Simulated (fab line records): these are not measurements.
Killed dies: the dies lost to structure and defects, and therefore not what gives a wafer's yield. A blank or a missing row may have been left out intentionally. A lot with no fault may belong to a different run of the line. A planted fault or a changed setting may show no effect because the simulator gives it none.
fab line records / flow n5-finfet
record lots=7 wafers=39
route steps=1938 shown BEOL_M12@1637 PASSIVATION@1916
start-h: start of the lot's first displayed wafer, in hours after the record's first day / wait-h: time in hours since the lot's previous step / " unchanged from the row above / L1.1+2: a single row standing in for several wafers / - no value, or no start was given / * or withheld: withheld / < > ~ a bound
route shown NAME@n: NAME is a module with steps in the file, n the number in the route of the first one / usual: mean/standard deviation taken from wafers without a fault / same: alike in all rows / chamber/n: place in a boat / sites: readings site by site / _std_site: the standard deviation of these / _edge_site: inner sites' mean taken away from outer sites' mean / radius-mm: how far each site lies from the wafer's centre / mask NAME#n: copy n / behind: the most recent tool/chamber to have shaped the wafer / hold: reason for holding the lot/hours on hold/outcome of the hold / device: which transistor (n, p or np) failed to switch / end of line: the tests these same wafers got at the end of their route / for a step that has no rows: nothing shown but its recipe / killed: not the wafer's yield, but the dies lost to structure and defects at the first sort / map: a wafer's dies, x killed, . not, _ none there
set.NAME: the setting the step ran with; set.NAME@STEP: the setting that earlier step ran with / model.NAME: the simulator's own value behind a step, which no gauge read
lots with deliberately changed settings; one table per step, one row per wafer
## steps
# step N5_BEOL_M12_ETCH_68
# recipe chemistry=N2/H2 target=SOC mask-material=SiARC source-w=3000 bias-w=350 temp-c=40 time-s=285 ion-energy-ev=200 pressure-mtorr=30 n2-flow-sccm=200 h2-flow-sccm=200
lot.wafer=L077.1 tool=rie-diel-02 chamber=1 start-h=276.66 wait-h=0.1 set.time-s=285 model.SiARC_of_BEOL_M12_COAT_66.thk-nm=86.8
lot.wafer=L077.2+3+4 tool=rie-diel-02 chamber=2,0,3 start-h=276.66 wait-h=0.1 set.time-s=132.6 model.SiARC_of_BEOL_M12_COAT_66.thk-nm=99
lot.wafer=L077.5 tool=rie-diel-02 chamber=3 start-h=276.66 wait-h=0.1 set.time-s=285 model.SiARC_of_BEOL_M12_COAT_66.thk-nm=86.4
lot.wafer=L077.6 tool=rie-diel-02 chamber=0 start-h=276.66 wait-h=0.1 set.time-s=285 model.SiARC_of_BEOL_M12_COAT_66.thk-nm=85.8
lot.wafer=L081.1 tool=rie-diel-05 chamber=1 start-h=278.77 wait-h=0.1 set.time-s=384.6 model.SiARC_of_BEOL_M12_COAT_66.thk-nm=76
lot.wafer=L081.2 tool=rie-diel-05 chamber=2 start-h=278.77 wait-h=0.1 set.time-s=384.6 model.SiARC_of_BEOL_M12_COAT_66.thk-nm=78
lot.wafer=L081.3 tool=rie-diel-05 chamber=3 start-h=278.77 wait-h=0.1 set.time-s=285 model.SiARC_of_BEOL_M12_COAT_66.thk-nm=86.2
lot.wafer=L081.4 tool=rie-diel-05 chamber=0 start-h=278.77 wait-h=0.1 set.time-s=285 model.SiARC_of_BEOL_M12_COAT_66.thk-nm=85.8
lot.wafer=L081.5 tool=rie-diel-05 chamber=3 start-h=278.77 wait-h=0.1 set.time-s=285 model.SiARC_of_BEOL_M12_COAT_66.thk-nm=86.6
lot.wafer=L081.6 tool=rie-diel-05 chamber=2 start-h=278.77 wait-h=0.1 set.time-s=384.6 model.SiARC_of_BEOL_M12_COAT_66.thk-nm=77.6
lot.wafer=L082.1 tool=rie-diel-02 chamber=2 start-h=297.76 wait-h=0.1 set.time-s=285 model.SiARC_of_BEOL_M12_COAT_66.thk-nm=86.6
lot.wafer=L082.2 tool=rie-diel-02 chamber=0 start-h=297.76 wait-h=0.1 set.time-s=285 model.SiARC_of_BEOL_M12_COAT_66.thk-nm=85.6
lot.wafer=L082.3+6 tool=rie-diel-02 chamber=1 start-h=297.76 wait-h=0.1 set.time-s=285 model.SiARC_of_BEOL_M12_COAT_66.thk-nm=86.4
lot.wafer=L082.4 tool=rie-diel-02 chamber=0 start-h=297.76 wait-h=0.1 set.time-s=285 model.SiARC_of_BEOL_M12_COAT_66.thk-nm=86
lot.wafer=L082.5 tool=rie-diel-02 chamber=2 start-h=297.76 wait-h=0.1 set.time-s=285 model.SiARC_of_BEOL_M12_COAT_66.thk-nm=86.8
lot.wafer=L083.1 tool=rie-diel-06 chamber=1 start-h=298.03 wait-h=0.1 set.time-s=336.4 model.SiARC_of_BEOL_M12_COAT_66.thk-nm=81.2
lot.wafer=L083.2+5 tool=rie-diel-06 chamber=3 start-h=298.03 wait-h=0.1 set.time-s=285 model.SiARC_of_BEOL_M12_COAT_66.thk-nm=85.4
lot.wafer=L083.3 tool=rie-diel-06 chamber=2 start-h=298.03 wait-h=0.1 set.time-s=336.4 model.SiARC_of_BEOL_M12_COAT_66.thk-nm=80.2
lot.wafer=L083.4 tool=rie-diel-06 chamber=1 start-h=298.03 wait-h=0.1 set.time-s=285 model.SiARC_of_BEOL_M12_COAT_66.thk-nm=85.2
lot.wafer=L083.6 tool=rie-diel-06 chamber=2 start-h=298.03 wait-h=0.1 set.time-s=336.4 model.SiARC_of_BEOL_M12_COAT_66.thk-nm=79.8
lot.wafer=L086.1 tool=rie-diel-02 chamber=2 start-h=323.55 wait-h=0.1 set.time-s=285 model.SiARC_of_BEOL_M12_COAT_66.thk-nm=86.4
lot.wafer=L086.2 tool=rie-diel-02 chamber=0 start-h=323.55 wait-h=0.1 set.time-s=193.7 model.SiARC_of_BEOL_M12_COAT_66.thk-nm=93.4
lot.wafer=L086.3 tool=rie-diel-02 chamber=1 start-h=323.55 wait-h=0.1 set.time-s=285 model.SiARC_of_BEOL_M12_COAT_66.thk-nm=86.2
lot.wafer=L086.4 tool=rie-diel-02 chamber=3 start-h=323.55 wait-h=0.1 set.time-s=285 model.SiARC_of_BEOL_M12_COAT_66.thk-nm=85
lot.wafer=L086.5 tool=rie-diel-02 chamber=1 start-h=323.55 wait-h=0.1 set.time-s=193.7 model.SiARC_of_BEOL_M12_COAT_66.thk-nm=93.8
lot.wafer=L086.6 tool=rie-diel-02 chamber=2 start-h=323.55 wait-h=0.1 set.time-s=193.7 model.SiARC_of_BEOL_M12_COAT_66.thk-nm=94.4
lot.wafer=L088.2 tool=rie-diel-06 chamber=3 start-h=331.27 wait-h=0.1 set.time-s=285 model.SiARC_of_BEOL_M12_COAT_66.thk-nm=85.8
lot.wafer=L088.3 tool=rie-diel-06 chamber=0 start-h=331.27 wait-h=0.1 set.time-s=285 model.SiARC_of_BEOL_M12_COAT_66.thk-nm=84.6
lot.wafer=L088.5 tool=rie-diel-06 chamber=2 start-h=331.27 wait-h=0.1 set.time-s=285 model.SiARC_of_BEOL_M12_COAT_66.thk-nm=85
lot.wafer=L095.1 tool=rie-diel-06 chamber=0 start-h=375.11 wait-h=0.1 set.time-s=285 model.SiARC_of_BEOL_M12_COAT_66.thk-nm=85.2
lot.wafer=L095.2 tool=rie-diel-06 chamber=1 start-h=375.11 wait-h=0.1 set.time-s=285 model.SiARC_of_BEOL_M12_COAT_66.thk-nm=86.2
lot.wafer=L095.3 tool=rie-diel-06 chamber=2 start-h=375.11 wait-h=0.1 set.time-s=285 model.SiARC_of_BEOL_M12_COAT_66.thk-nm=85.8
lot.wafer=L095.4+5 tool=rie-diel-06 chamber=3,1 start-h=375.11 wait-h=0.1 set.time-s=285 model.SiARC_of_BEOL_M12_COAT_66.thk-nm=86.4
lot.wafer=L095.6 tool=rie-diel-06 chamber=0 start-h=375.11 wait-h=0.1 set.time-s=285 model.SiARC_of_BEOL_M12_COAT_66.thk-nm=86
# step N5_PASSIVATION_PECVD_35
# recipe material=SiNx target-thk-a=7000 temp-c=400 precursor=SiH4/NH3/N2 pressure-torr=4.9 rf-w=1406 time-s=151.3
lot.wafer=L077.1 tool=pecvd-04 chamber=1 start-h=316.29 wait-h=0.1 set.time-s=151.3 model.SiNx_of_PASSIVATION_PECVD_35.thk-nm=701.8
lot.wafer=L077.2 tool=pecvd-04 chamber=0 start-h=316.29 wait-h=0.1 set.time-s=151.3 model.SiNx_of_PASSIVATION_PECVD_35.thk-nm=678.4
lot.wafer=L077.3 tool=pecvd-04 chamber=2 start-h=316.29 wait-h=0.1 set.time-s=151.3 model.SiNx_of_PASSIVATION_PECVD_35.thk-nm=677.4
lot.wafer=L077.4 tool=pecvd-04 chamber=2 start-h=316.29 wait-h=0.1 set.time-s=151.3 model.SiNx_of_PASSIVATION_PECVD_35.thk-nm=692
lot.wafer=L077.5 tool=pecvd-04 chamber=0 start-h=316.29 wait-h=0.1 set.time-s=151.3 model.SiNx_of_PASSIVATION_PECVD_35.thk-nm=695.4
lot.wafer=L077.6 tool=pecvd-04 chamber=1 start-h=316.29 wait-h=0.1 set.time-s=151.3 model.SiNx_of_PASSIVATION_PECVD_35.thk-nm=703
lot.wafer=L081.1 tool=pecvd-02 chamber=2 start-h=316.99 wait-h=0.1 set.time-s=151.3 model.SiNx_of_PASSIVATION_PECVD_35.thk-nm=684.2
lot.wafer=L081.2 tool=pecvd-02 chamber=1 start-h=316.99 wait-h=0.1 set.time-s=215.8 model.SiNx_of_PASSIVATION_PECVD_35.thk-nm=994.8
lot.wafer=L081.3 tool=pecvd-02 chamber=2 start-h=316.99 wait-h=0.1 set.time-s=215.8 model.SiNx_of_PASSIVATION_PECVD_35.thk-nm=996.8
lot.wafer=L081.4 tool=pecvd-02 chamber=1 start-h=316.99 wait-h=0.1 set.time-s=151.3 model.SiNx_of_PASSIVATION_PECVD_35.thk-nm=707
lot.wafer=L081.5 tool=pecvd-02 chamber=2 start-h=316.99 wait-h=0.1 set.time-s=151.3 model.SiNx_of_PASSIVATION_PECVD_35.thk-nm=695
lot.wafer=L081.6 tool=pecvd-02 chamber=1 start-h=316.99 wait-h=0.1 set.time-s=215.8 model.SiNx_of_PASSIVATION_PECVD_35.thk-nm=1005
lot.wafer=L082.1 tool=pecvd-02 chamber=2 start-h=329.81 wait-h=0.1 set.time-s=151.3 model.SiNx_of_PASSIVATION_PECVD_35.thk-nm=702.4
lot.wafer=L082.2 tool=pecvd-02 chamber=0 start-h=329.81 wait-h=0.1 set.time-s=151.3 model.SiNx_of_PASSIVATION_PECVD_35.thk-nm=697.8
lot.wafer=L082.3 tool=pecvd-02 chamber=1 start-h=329.81 wait-h=0.1 set.time-s=151.3 model.SiNx_of_PASSIVATION_PECVD_35.thk-nm=707
lot.wafer=L082.4 tool=pecvd-02 chamber=1 start-h=329.81 wait-h=0.1 set.time-s=151.3 model.SiNx_of_PASSIVATION_PECVD_35.thk-nm=716.6
lot.wafer=L082.5 tool=pecvd-02 chamber=0 start-h=329.81 wait-h=0.1 set.time-s=151.3 model.SiNx_of_PASSIVATION_PECVD_35.thk-nm=695.6
lot.wafer=L082.6 tool=pecvd-02 chamber=2 start-h=329.81 wait-h=0.1 set.time-s=151.3 model.SiNx_of_PASSIVATION_PECVD_35.thk-nm=704.4
lot.wafer=L083.1 tool=pecvd-02 chamber=2 start-h=331.12 wait-h=0.1 set.time-s=151.3 model.SiNx_of_PASSIVATION_PECVD_35.thk-nm=693
lot.wafer=L083.2 tool=pecvd-02 chamber=1 start-h=331.12 wait-h=0.1 set.time-s=102.5 model.SiNx_of_PASSIVATION_PECVD_35.thk-nm=482.4
lot.wafer=L083.3 tool=pecvd-02 chamber=1 start-h=331.12 wait-h=0.1 set.time-s=102.5 model.SiNx_of_PASSIVATION_PECVD_35.thk-nm=484
lot.wafer=L083.4 tool=pecvd-02 chamber=2 start-h=331.12 wait-h=0.1 set.time-s=151.3 model.SiNx_of_PASSIVATION_PECVD_35.thk-nm=711
lot.wafer=L083.5 tool=pecvd-02 chamber=2 start-h=331.12 wait-h=0.1 set.time-s=151.3 model.SiNx_of_PASSIVATION_PECVD_35.thk-nm=715
lot.wafer=L083.6 tool=pecvd-02 chamber=1 start-h=331.12 wait-h=0.1 set.time-s=102.5 model.SiNx_of_PASSIVATION_PECVD_35.thk-nm=480.2
lot.wafer=L086.1 tool=pecvd-04 chamber=0 start-h=364.91 wait-h=0.1 set.time-s=151.3 model.SiNx_of_PASSIVATION_PECVD_35.thk-nm=693.6
lot.wafer=L086.2 tool=pecvd-04 chamber=2 start-h=364.91 wait-h=0.1 set.time-s=151.3 model.SiNx_of_PASSIVATION_PECVD_35.thk-nm=699.2
lot.wafer=L086.3 tool=pecvd-04 chamber=1 start-h=364.91 wait-h=0.1 set.time-s=241.9 model.SiNx_of_PASSIVATION_PECVD_35.thk-nm=1122
lot.wafer=L086.4 tool=pecvd-04 chamber=2 start-h=364.91 wait-h=0.1 set.time-s=241.9 model.SiNx_of_PASSIVATION_PECVD_35.thk-nm=1130
lot.wafer=L086.5 tool=pecvd-04 chamber=0 start-h=364.91 wait-h=0.1 set.time-s=151.3 model.SiNx_of_PASSIVATION_PECVD_35.thk-nm=704.6
lot.wafer=L086.6 tool=pecvd-04 chamber=1 start-h=364.91 wait-h=0.1 set.time-s=241.9 model.SiNx_of_PASSIVATION_PECVD_35.thk-nm=1134
lot.wafer=L088.2 tool=pecvd-04 chamber=1 start-h=371.18 wait-h=0.1 set.time-s=151.3 model.SiNx_of_PASSIVATION_PECVD_35.thk-nm=692.6
lot.wafer=L088.3 tool=pecvd-04 chamber=0 start-h=371.18 wait-h=0.1 set.time-s=151.3 model.SiNx_of_PASSIVATION_PECVD_35.thk-nm=683.2
lot.wafer=L088.5 tool=pecvd-04 chamber=0 start-h=371.18 wait-h=0.1 set.time-s=151.3 model.SiNx_of_PASSIVATION_PECVD_35.thk-nm=699.2
lot.wafer=L095.1 tool=pecvd-01 chamber=1 start-h=408.15 wait-h=0.1 set.time-s=76.68 model.SiNx_of_PASSIVATION_PECVD_35.thk-nm=356.8
lot.wafer=L095.2 tool=pecvd-01 chamber=0 start-h=408.15 wait-h=0.1 set.time-s=76.68 model.SiNx_of_PASSIVATION_PECVD_35.thk-nm=352
lot.wafer=L095.3 tool=pecvd-01 chamber=2 start-h=408.15 wait-h=0.1 set.time-s=151.3 model.SiNx_of_PASSIVATION_PECVD_35.thk-nm=704.2
lot.wafer=L095.4 tool=pecvd-01 chamber=2 start-h=408.15 wait-h=0.1 set.time-s=151.3 model.SiNx_of_PASSIVATION_PECVD_35.thk-nm=718.6
lot.wafer=L095.5 tool=pecvd-01 chamber=1 start-h=408.15 wait-h=0.1 set.time-s=76.68 model.SiNx_of_PASSIVATION_PECVD_35.thk-nm=366.2
lot.wafer=L095.6 tool=pecvd-01 chamber=0 start-h=408.15 wait-h=0.1 set.time-s=151.3 model.SiNx_of_PASSIVATION_PECVD_35.thk-nm=705.8
## key
split step=N5_BEOL_M12_ETCH_68 setting=time-s stated=285 by=wafer
response step=N5_BEOL_M12_ETCH_68 reading=model.SiARC_of_BEOL_M12_COAT_66.thk-nm change=-0.246 per=1% r=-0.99
split step=N5_PASSIVATION_PECVD_35 setting=time-s stated=151.3 by=wafer
response step=N5_PASSIVATION_PECVD_35 reading=model.SiNx_of_PASSIVATION_PECVD_35.thk-nm change=+7.12 per=1% r=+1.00
